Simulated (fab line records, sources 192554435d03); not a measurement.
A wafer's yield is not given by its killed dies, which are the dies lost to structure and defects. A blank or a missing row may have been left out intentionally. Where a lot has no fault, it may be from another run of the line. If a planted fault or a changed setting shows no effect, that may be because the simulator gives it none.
Split-lot experiment	flow n5Finfet	21 wafers read across 7 lots, on a route 1938 steps long

## ON THE SPLIT
At N5_SD_EPI_N_ETCH_45 (etches SiOCN in CH3F/O2, target depth 6 nm), the setting targetDepthA was moved away from the recipe's 60 angstrom on 3 of the 21 wafers read, by -9.6% to +4.3%. For the rest of the wafers, this setting stayed at what the recipe calls for.

The reading is taken at the split's own step.

## THE READING
etch.depthNm (the simulator's own value, which no gauge read), in nm, at N5_SD_EPI_N_ETCH_45 (etches SiOCN in CH3F/O2, target depth 6 nm). No usual value for it is given in the file. Across the 18 wafers here that went through the recipe, the average is 5.964 nm and the standard deviation 0.097 nm.

wafer	tool, chamber at the split	targetDepthA as run, angstrom	against the recipe	etch.depthNm, nm	against lot-mates on the recipe
L081.1	rieDiel-06, 1	54.25	-9.6%	5.444	-0.538
L081.3	rieDiel-06, 2	60	recipe	5.988	-
L081.6	rieDiel-06, 2	60	recipe	5.977	-
L082.1	rieDiel-01, 1	60	recipe	6.096	-
L082.4	rieDiel-01, 3	60	recipe	5.839	-
L082.5	rieDiel-01, 2	60	recipe	5.98	-
L084.3	rieDiel-06, 2	56.82	-5.3%	5.62	-0.356
L084.4	rieDiel-06, 3	60	recipe	6.021	-
L084.6	rieDiel-06, 2	60	recipe	5.93	-
L085.1	rieDiel-01, 1	60	recipe	6.146	-
L085.3	rieDiel-01, 2	60	recipe	6.027	-
L085.5	rieDiel-01, 3	60	recipe	5.935	-
L088.4	rieDiel-03, 3	60	recipe	5.73	-
L088.5	rieDiel-03, 0	60	recipe	5.89	-
L088.6	rieDiel-03, 3	60	recipe	5.819	-
L096.1	rieDiel-01, 0	60	recipe	6.034	-
L096.2	rieDiel-01, 1	60	recipe	6.03	-
L096.4	rieDiel-01, 3	60	recipe	5.986	-
L097.1	rieDiel-03, 2	62.58	+4.3%	6.208	+0.244
L097.4	rieDiel-03, 0	60	recipe	5.928	-
L097.5	rieDiel-03, 0	60	recipe	6	-

FIT RESULTS
A straight line over all 21 wafers: etch.depthNm changes by +0.0567 nm for each +1% of targetDepthA; r = +0.84; the points scatter about the line by 0.095 nm.
The same after taking each lot's own level away (the mean of its wafers on the recipe; 21 wafers): +0.0584 nm for each +1%; r = +0.92; scatter 0.065 nm.
That fit puts the effect of the largest move of targetDepthA on the reading at 0.56 nm.
The span of the lots' own levels, 5.8130 to 6.0360 nm, comes to 2.3 times the standard deviation stated above.
The two slopes are in agreement: the lot-to-lot level therefore moves the slope only a little.
Check: -0.605 nm against its lot-mates is what the line predicts for one of the wafers moved furthest among these (-9.6%) when that wafer is left out of the fit. Against them it came out at -0.538 nm.

## THESE WAFERS: OTHER SPLITS
These wafers also went through other splits before the reading. Each is held against what the fit with the lots' levels taken away leaves over:
other split on the same wafers	wafers away from the commonest value	r with etch.depthNm (lot level and that fit taken away)
N5_ZERO_LAYER_PECVD_02 timeS	8	+0.05
N5_ZERO_LAYER_COAT_05 spinRpm	9	-0.07
N5_WELL_APT_EXPOSE_05 doseMj	11	-0.01
N5_WELL_APT_PEB_06 pebTimeS	8	-0.11
N5_FIN_SAQP_PEB_14 pebTimeS	5	+0.01
N5_DUMMY_GATE_PECVD_30 timeS	12	-0.10

## FILE'S OWN FIT
etch.depthNm changes by +0.0585 nm for each +1% of targetDepthA, r = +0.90.
